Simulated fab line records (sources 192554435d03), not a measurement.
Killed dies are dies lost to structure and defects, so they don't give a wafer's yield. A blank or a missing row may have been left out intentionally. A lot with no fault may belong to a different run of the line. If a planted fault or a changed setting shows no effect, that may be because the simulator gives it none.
Matching of chambers    flow n5 finfet    cvd co-01 running N5_BEOL_M5_PRE_CLEAN_77: 3 sister chambers
The step time 15 s. 3 wafers are shown with their chamber, then 12 later ones without.

== WAFERS PAIRED WITH THEIR CHAMBERS ==
wafer   chamber  heater power w (W)
L090.5  2        84
L093.1  1        93
L093.5  0        73

== WAFERS WITH NO CHAMBER GIVEN ==
wafer   heater power w (W)
L092.1  73
L092.2  83
L092.5  84
L091.1  77
L091.4  83
L091.6  90
L095.1  75
L095.2  91
L095.4  95
L094.1  75
L094.4  85
L094.5  90

== WHICH CHAMBER EACH WENT THROUGH ==
wafer   from the rows above      in truth
L092.1  0                        0
L092.2  2                        2
L092.5  2                        2
L091.1  can't be placed: 0 or 2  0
L091.4  2                        2
L091.6  can't be placed: 1 or 2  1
L095.1  0                        0
L095.2  1                        1
L095.4  1                        1
L094.1  0                        0
L094.4  2                        2
L094.5  can't be placed: 1 or 2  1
Correctly placed: 9 of 12. Unplaceable from these rows: 3, with the true chamber sitting among the candidates in 3. 0 placed wrongly.
How it was worked out, from the rows above alone: a wafer's distance from a chamber is the root of the sum, over the readings, of the square of ((its reading less the chamber's mean) divided by the reading's scatter). If the next closest chamber is less than 2 further off than the closest, the wafer can't be placed; otherwise it belongs to the closest. Each chamber's mean is taken over the wafers shown for it. The scatter: with one shown wafer a chamber, the root of the mean of the squares of how far each hidden wafer lies from its nearest shown one.
